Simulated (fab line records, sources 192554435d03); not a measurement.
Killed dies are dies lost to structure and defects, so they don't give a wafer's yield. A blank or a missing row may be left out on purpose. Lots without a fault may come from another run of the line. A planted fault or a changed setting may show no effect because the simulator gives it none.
Which tool did it? | flow n5_finfet | 12 lots, 36 wafers sampled, at 3 steps of a route of 1938

WHAT THE GAUGES READ, wafer by wafer
N5_MIM_TOP_LITHO_OVL_MEAS_11.
lot  | measured     | on         | MIM_TOP_OVL (nm)
L075 | day 11 17:08 | overlay-01 | 0 -7 -2
L077 | day 12 07:55 | overlay-02 | 3 2 -2
L079 | day 13 01:28 | overlay-01 | 1 3 -7
L081 | day 14 01:53 | overlay-02 | -5 2 -5
L083 | day 14 08:52 | overlay-02 | 5 3 5
L085 | day 14 12:42 | overlay-01 | -8 -6 -2
L088 | day 15 11:13 | overlay-02 | 4 3 2
L089 | day 16 14:16 | overlay-01 | -1 -3 0
L091 | day 16 14:20 | overlay-01 | -4 0 -8
L094 | day 17 07:47 | overlay-01 | 6 0 -3
L093 | day 17 12:42 | overlay-01 | 3 8 -1
L097 | day 18 14:06 | overlay-01 | 5 -5 0

WHICH TOOL RAN EACH LOT (tool, then ch and the chambers of the sampled wafers, then the start)
lot  | N5_BEOL_M14_CMP_49            | N5_BEOL_M15_PRE_CLEAN_42
L075 | cmp-01 ch 1,2,3, day 11 08:14 | pvd_sputter-01, day 11 13:25
L077 | cmp-04 ch 1,2,3, day 11 20:20 | pvd_sputter-01, day 12 04:14
L079 | cmp-01 ch 0,1,3, day 12 16:38 | pvd_sputter-01, day 12 21:13
L081 | cmp-04 ch 0,2,3, day 13 13:08 | pvd_sputter-01, day 13 18:37
L083 | cmp-04 ch 0,1,3, day 13 22:14 | pvd_sputter-02, day 14 02:07
L085 | cmp-03 ch 0,2,3, day 14 03:41 | pvd_sputter-03, day 14 08:37
L088 | cmp-03 ch 2,3, day 15 00:55   | pvd_sputter-03, day 15 05:15
L089 | cmp-04 ch 2,3, day 15 20:03   | pvd_sputter-03, day 16 00:43
L091 | cmp-01 ch 0,1,2, day 16 02:13 | pvd_sputter-02, day 16 08:18
L094 | cmp-04 ch 0,1,2, day 16 20:48 | pvd_sputter-01, day 17 02:20
L093 | cmp-03 ch 1,2,3, day 17 03:22 | pvd_sputter-03, day 17 07:31
L097 | cmp-03 ch 1,3, day 18 03:13   | pvd_sputter-02, day 18 08:10
- N5_BEOL_M14_CMP_49: polishes, stops on SiO2, t overpolish 5.2 s, target thk 560 nm.
- N5_BEOL_M15_PRE_CLEAN_42: time 30 s.

THE ANSWER, worked out from the rows above alone
Rule: what is usual is taken from the lots themselves. Put in order of their means at a reading, lots are off if they are a third of the lots or fewer, leave a main group of 4 or more, and stand apart from it by a gap of 3 or more times the standard deviation of the main group's means; of several such gaps the widest counts. A main group whose means are all the same, to the digits that the tables above print for the reading, isn't used. A lot without any number at a reading at which 4 lots or more have one is off too. The other lots that the step has rows for count as sound.
No lot is off at any reading shown: from this, nothing can be told.

WHAT THE SIMULATOR HAD PUT IN
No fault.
